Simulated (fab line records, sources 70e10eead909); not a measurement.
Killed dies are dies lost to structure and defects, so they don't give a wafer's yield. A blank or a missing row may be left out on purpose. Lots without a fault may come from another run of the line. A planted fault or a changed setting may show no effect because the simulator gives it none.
Which tool did it? | flow nand_harc | 13 lots, 39 wafers sampled, at 5 steps of a route of 1159

WHAT THE GAUGES READ, wafer by wafer
NHARC_A_CHANNEL_HOLE_D1_OVL_MEAS_11. Usual: overlay_x_nm -0.1 nm, standard deviation 0.88; overlay_y_nm 0.0 nm, standard deviation 0.91.
lot  | measured     | on         | overlay_x_nm (nm) | overlay_y_nm (nm) | flag
L717 | day 8 06:28  | overlay-02 | -0.6 -0.9 -0.9    | 0.4 0.2 0.9       |
L719 | day 8 17:50  | overlay-01 | -0.1 -0.1 0.1     | 1.0 0.4 0.6       |
L718 | day 8 18:01  | overlay-02 | 0.4 0.3 0.3       | -2.2 -1.7 -2.1    |
L721 | day 9 03:10  | overlay-01 | -0.1 -0.6 -0.2    | 0.7 0.8 1.1       |
L720 | day 9 03:24  | overlay-02 | 0.3 0.3 0.7       | 1.3 1.2 1.0       |
L723 | day 9 20:33  | overlay-01 | -0.5 -0.9 -0.9    | 0.7 0.8 0.6       |
L722 | day 9 21:16  | overlay-01 | 1.0 0.9 0.6       | -0.7 -0.8 -0.5    |
L725 | day 10 04:21 | overlay-02 | -1.7 -1.2 -1.7    | 0.4 0.8 0.2       |
L730 | day 11 07:16 | overlay-01 | -0.3 -0.4 0.1     | 1.2 0.5 1.1       |
L729 | day 11 07:25 | overlay-02 | 0.1 0.3 0.6       | -1.5 -1.5 -1.3    |
L734 | day 12 14:14 | overlay-01 | -0.3 -0.6 -0.3    | 0.0 0.6 0.2       |
L735 | day 12 22:22 | overlay-02 | -1.9 -1.3 -1.3    | 0.4 0.5 0.4       |
L736 | day 13 00:13 | overlay-01 | 1.2 1.3 1.2       | -0.3 0.4 -0.3     |

NHARC_END_SORT_01. Usual: killed_at_array 25, standard deviation 9.5; killed_at_other 0.8, standard deviation 1.2; killed_at_periphery 3.4, standard deviation 2.2; killed_dies 29, standard deviation 10; killed_open 3.3, standard deviation 1.8; killed_short 2.1, standard deviation 1.4.
lot  | measured     | on        | killed_at_array | killed_at_other | killed_at_periphery | killed_dies | killed_open | killed_short | flag
L735 | day 24 07:02 | prober-02 | 675 677 676     | 0 0 1           | 2 0 0               | 677 677 677 | 2 3 6       | 5 1 1        | OFF
L736 | day 24 10:02 | prober-01 | 671 674 669     | 0 0 2           | 6 3 6               | 677 677 677 | 2 3 5       | 2 3 2        | OFF

WHICH TOOL RAN EACH LOT (tool, then ch and the chambers of the sampled wafers, then the start)
lot  | NHARC_A_CHANNEL_FILL_D1_ALD_03                 | NHARC_A_CHANNEL_FILL_D1_CVD_18   | NHARC_A_CHANNEL_FILL_D1_STRIP_28
L717 | ald_sin_batch-01 ch 0, day 9 11:39 or earlier  | lpcvd_poly-01 ch 0, day 9 11:39  | rie_diel-03 ch 0,2, day 9 13:58
L719 | ald_sin_batch-03 ch 0, day 10 01:11 or earlier | lpcvd_poly-01 ch 0, day 10 01:11 | rie_diel-06 ch 0,1,2, day 10 03:30
L718 | ald_sin_batch-03 ch 0, day 10 01:11 or earlier | lpcvd_poly-01 ch 0, day 10 01:11 | rie_diel-11 ch 0,1,2, day 10 03:29
L721 | ald_sin_batch-02 ch 0, day 10 08:06 or earlier | lpcvd_poly-03 ch 0, day 10 08:06 | rie_diel-03 ch 0,1,2, day 10 10:24
L720 | ald_sin_batch-02 ch 0, day 10 08:06 or earlier | lpcvd_poly-03 ch 0, day 10 08:06 | rie_diel-11 ch 1,2,3, day 10 10:47
L723 | ald_sin_batch-01 ch 0, day 11 04:43 or earlier | lpcvd_poly-01 ch 0, day 11 04:43 | rie_diel-03 ch 1,2,3, day 11 07:03
L722 | ald_sin_batch-01 ch 0, day 11 04:43 or earlier | lpcvd_poly-01 ch 0, day 11 04:43 | rie_diel-11 ch 1,2, day 11 06:59
L725 | ald_sin_batch-03 ch 0, day 11 11:16 or earlier | lpcvd_poly-01 ch 0, day 11 11:16 | rie_diel-06 ch 1,2,3, day 11 13:34
L730 | ald_sin_batch-02 ch 0, day 12 13:19 or earlier | lpcvd_poly-04 ch 0, day 12 13:19 | rie_diel-03 ch 0,1,3, day 12 15:37
L729 | ald_sin_batch-02 ch 0, day 12 13:19 or earlier | lpcvd_poly-04 ch 0, day 12 13:19 | rie_diel-06 ch 1,2,3, day 12 15:37
L734 | ald_sin_batch-01 ch 0, day 13 21:05 or earlier | lpcvd_poly-03 ch 0, day 13 21:05 | rie_diel-11 ch 0,1,2, day 13 23:23
L735 | ald_sin_batch-02 ch 0, day 14 04:33 or earlier | lpcvd_poly-03, day 14 04:33      | rie_diel-06 ch 0,2, day 14 06:49
L736 | ald_sin_batch-02 ch 0, day 14 04:33 or earlier | lpcvd_poly-03, day 14 04:33      | rie_diel-03 ch 0,3, day 14 06:49
- NHARC_A_CHANNEL_FILL_D1_ALD_03: deposits SiNx, target thk 6 nm, pulse time 60 s, ald cycles 58.
- NHARC_A_CHANNEL_FILL_D1_CVD_18: deposits poly-Si, target thk 3 nm.
- NHARC_A_CHANNEL_FILL_D1_STRIP_28: strips in O2, time 20 s.

WHAT THE TOOLS THEMSELVES READ (means of the sampled wafers that have a number; where no wafer has one, the mark that the record gives instead)
NHARC_A_CHANNEL_FILL_D1_ALD_03. Usual: chamber_pressure_Torr 2.000 Torr, standard deviation 0.0042; precursor_pulse_height_rel 1.003, standard deviation 0.021.
lot  | tool             | chamber_pressure_Torr (Torr) | precursor_pulse_height_rel | flag
L717 | ald_sin_batch-01 | 1.996                        | 1.005                      |
L719 | ald_sin_batch-03 | 1.993                        | 0.996                      |
L718 | ald_sin_batch-03 | 1.996                        | 1.029                      |
L721 | ald_sin_batch-02 | 2.005                        | 0.984                      |
L720 | ald_sin_batch-02 | 2.000                        | 1.000                      |
L723 | ald_sin_batch-01 | 1.998                        | 0.995                      |
L722 | ald_sin_batch-01 | 2.004                        | 1.005                      |
L725 | ald_sin_batch-03 | 1.999                        | 1.006                      |
L730 | ald_sin_batch-02 | 2.000                        | 1.024                      |
L729 | ald_sin_batch-02 | 2.002                        | 0.993                      |
L734 | ald_sin_batch-01 | 1.998                        | 0.993                      |
L735 | ald_sin_batch-02 | 2.003                        | 1.024                      |
L736 | ald_sin_batch-02 | 1.998                        | 1.002                      |

NHARC_A_CHANNEL_FILL_D1_CVD_18. Usual: spike_tc_bottom_C 570.7 C, standard deviation 0.98; spike_tc_centre_C 551.0 C, standard deviation 1.4; spike_tc_upper_C 550.5 C, standard deviation 1.4.
lot  | tool          | spike_tc_bottom_C (C) | spike_tc_centre_C (C) | spike_tc_upper_C (C) | flag
L717 | lpcvd_poly-01 | 570.6                 | 552.1                 | 549.8                |
L719 | lpcvd_poly-01 | 570.1                 | 552.4                 | 549.9                |
L718 | lpcvd_poly-01 | 570.3                 | 552.5                 | 549.8                |
L721 | lpcvd_poly-03 | 571.3                 | 549.2                 | 550.9                |
L720 | lpcvd_poly-03 | 571.2                 | 549.5                 | 551.5                |
L723 | lpcvd_poly-01 | 570.5                 | 552.6                 | 548.6                |
L722 | lpcvd_poly-01 | 570.6                 | 551.5                 | 549.8                |
L725 | lpcvd_poly-01 | 570.5                 | 553.3                 | 549.1                |
L730 | lpcvd_poly-04 | 571.8                 | 550.5                 | 549.8                |
L729 | lpcvd_poly-04 | 569.9                 | 550.1                 | 550.3                |
L734 | lpcvd_poly-03 | 569.9                 | 550.2                 | 551.4                |
L735 | lpcvd_poly-03 | -                     | -                     | -                    | OFF
L736 | lpcvd_poly-03 | -                     | -                     | -                    | OFF

NHARC_A_CHANNEL_FILL_D1_STRIP_28. Usual: drypump_motor_current_A 5.6 A, standard deviation 0.45; mfc_ar_sccm 0.006 sccm, standard deviation 0.011; oes_product_au 0.996 a.u., standard deviation 0.011; rf_vpp_V 57.7 V, standard deviation 0.91; showerhead_plenum_p_Torr 3.50 Torr, standard deviation 0.14; throttle_valve_pct 17.037 %, standard deviation 0.0095.
lot  | tool        | drypump_motor_current_A (A) | mfc_ar_sccm (sccm) | oes_product_au (a.u.) | rf_vpp_V (V) | showerhead_plenum_p_Torr (Torr) | throttle_valve_pct (%) | flag
L717 | rie_diel-03 | 5.7                         | 0.000              | 0.989                 | 57.7         | 3.47                            | 17.032                 |
L719 | rie_diel-06 | 5.1                         | 0.005              | 1.013                 | 58.2         | 3.49                            | 17.038                 |
L718 | rie_diel-11 | 5.6                         | 0.000              | 1.005                 | 57.1         | 3.42                            | 17.043                 |
L721 | rie_diel-03 | 5.8                         | 0.000              | 0.988                 | 58.1         | 3.45                            | 17.038                 |
L720 | rie_diel-11 | 5.6                         | 0.000              | 0.996                 | 57.5         | 3.31                            | 17.035                 |
L723 | rie_diel-03 | 6.0                         | 0.001              | 0.994                 | 58.3         | 3.50                            | 17.043                 |
L722 | rie_diel-11 | 5.7                         | 0.000              | 0.994                 | 56.6         | 3.30                            | 17.037                 |
L725 | rie_diel-06 | 5.4                         | 0.015              | 1.001                 | 58.0         | 3.56                            | 17.035                 |
L730 | rie_diel-03 | 5.8                         | 0.001              | 0.991                 | 57.6         | 3.58                            | 17.035                 |
L729 | rie_diel-06 | 5.4                         | 0.015              | 0.992                 | 58.3         | 3.56                            | 17.038                 |
L734 | rie_diel-11 | 5.6                         | 0.000              | 1.000                 | 56.9         | 3.41                            | 17.024                 |
L735 | rie_diel-06 | 5.3                         | 0.005              | 1.007                 | 57.6         | 3.52                            | 17.033                 |
L736 | rie_diel-03 | 5.8                         | 0.001              | 0.987                 | 57.1         | 3.60                            | 17.046                 |

THE ANSWER, worked out from the rows above alone
Rule: a lot is off if the mean of its wafers that have a number lies more than 3 standard deviations from the usual mean. A lot without any number at a reading at which 4 lots or more have one is off too. The other lots that the step has rows for count as sound. The gauges are gone through in route order, then the tools' own readings, and for those a lot's mean is taken as printed above. The first step at which some lot is off is used, and at that step the reading that is off furthest; a lot without a number counts as furthest.
Off: L735, L736, at NHARC_END_SORT_01 (killed_at_array). Neither off nor sound, because the step has no rows for them: L717, L719, L718, L721, L720, L723, L722, L725, L730, L729, L734.
A tool fits if, at a process step before that reading, it ran every lot that is off, and no sound lot after the first of them. The gauges at NHARC_END_SORT_01 aren't tried: what is off there is off at NHARC_A_CHANNEL_FILL_D1_CVD_18 too, on other tools, and a gauge's error can't cause that. NHARC_A_CHANNEL_FILL_D1_ALD_03 gives no start for some lots, so the hours and the order of its lots are those of NHARC_A_CHANNEL_FILL_D1_CVD_18. Can't be told from this: 2 tools fit, ald_sin_batch-02 at NHARC_A_CHANNEL_FILL_D1_ALD_03, lpcvd_poly-03 at NHARC_A_CHANNEL_FILL_D1_CVD_18.

WHAT THE SIMULATOR HAD PUT IN
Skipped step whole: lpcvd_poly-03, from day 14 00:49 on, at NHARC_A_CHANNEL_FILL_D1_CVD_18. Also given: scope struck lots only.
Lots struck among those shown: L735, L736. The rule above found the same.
